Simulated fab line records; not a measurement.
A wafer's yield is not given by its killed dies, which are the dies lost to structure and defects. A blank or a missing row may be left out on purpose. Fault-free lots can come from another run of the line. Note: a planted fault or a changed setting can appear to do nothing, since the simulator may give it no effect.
Split-lot study | flow n5 finfet | 21 wafers read across 7 lots, on a route 1938 steps long

## SPLIT DETAILS
At N5_HKMG_FIN_PEB_10 (peb time 60 s), the setting peb time s was moved away from the recipe's 60 s on 4 of the 21 wafers read, by -15.0% to +6.2%. The other wafers ran this setting at the recipe's value.

## THE PATH FROM SPLIT TO READING: the file shows 1 step between them
- N5_HKMG_FIN_DEVELOP_11: develop time 30 s

## THE READING
cd nm (nm) at N5_HKMG_FIN_CD_MEAS_12, where the cd target is 92.8 nm. A value of 92.7 nm with a standard deviation of 0.61 nm is what fault-free wafers of this fab line usually give.

wafer  | tool, chamber at the split | peb time s as run, s | against the recipe | cd nm, nm | against lot-mates on the recipe
L074.2 | litho track-05, 0          | 50.97                | -15.0%             | 86.9      | -5.2
L074.5 | litho track-05, 0          | 60                   | recipe             | 92.1      | -
L074.6 | litho track-05, 0          | 50.97                | -15.0%             | 86.5      | -5.6
L076.2 | litho track-05, 0          | 60                   | recipe             | 93.1      | -
L076.3 | litho track-05, 0          | 60                   | recipe             | 93.2      | -
L076.5 | litho track-05, 0          | 60                   | recipe             | 92.7      | -
L082.1 | litho track-05, 0          | 60                   | recipe             | 93.0      | -
L082.3 | litho track-05, 0          | 60                   | recipe             | 93.4      | -
L082.6 | litho track-05, 0          | 51.65                | -13.9%             | 88.5      | -4.7
L083.1 | litho track-03, 0          | 60                   | recipe             | 92.2      | -
L083.2 | litho track-03, 0          | 60                   | recipe             | 93.0      | -
L083.6 | litho track-03, 0          | 60                   | recipe             | 92.8      | -
L084.1 | litho track-03, 0          | 60                   | recipe             | 92.3      | -
L084.5 | litho track-03, 0          | 60                   | recipe             | 92.6      | -
L084.6 | litho track-03, 0          | 60                   | recipe             | 92.4      | -
L085.2 | litho track-03, 0          | 60                   | recipe             | 92.7      | -
L085.3 | litho track-03, 0          | 60                   | recipe             | 92.6      | -
L085.6 | litho track-03, 0          | 60                   | recipe             | 92.4      | -
L086.1 | litho track-03, 0          | 60                   | recipe             | 92.7      | -
L086.2 | litho track-03, 0          | 60                   | recipe             | 92.0      | -
L086.3 | litho track-03, 0          | 63.72                | +6.2%              | 94.8      | +2.5

FIT RESULTS
A straight line over all 21 wafers: cd nm changes by +0.365 nm for each +1% of peb time s; r = +0.98; the points scatter about the line by 0.45 nm.
The same after taking each lot's own level away (the mean of its wafers on the recipe; 21 wafers): +0.356 nm for each +1%; r = +0.99; scatter 0.24 nm.
On that fit, the largest move of peb time s shifts the reading by 5.4 nm.
Across the lots, their own levels run from 92.10 to 93.20 nm, a range of 1.8 times the standard deviation given above.
So the lot-to-lot level changes the slope little: the two slopes agree.
Check: with one of the wafers moved furthest among these (-15.0%) left out of the fit, the line predicts -5.41 nm for it against its lot-mates. It came out at -5.2 nm against them.

## ADDITIONAL SPLITS CARRIED BY THESE WAFERS
These wafers also went through other splits before the reading. Each is held against what the fit with the lots' levels taken away leaves over:
other split on the same wafers        | wafers away from the commonest value | r with cd nm (lot level and that fit taken away)
N5_SD_EPI_N_DEVELOP_08 develop time s | 9                                    | -0.16
N5_SDB_ALD_29 ald cycles              | 7                                    | +0.11

## THE FILE'S OWN FIT
cd nm changes by +0.352 nm for each +1% of peb time s, r = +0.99.
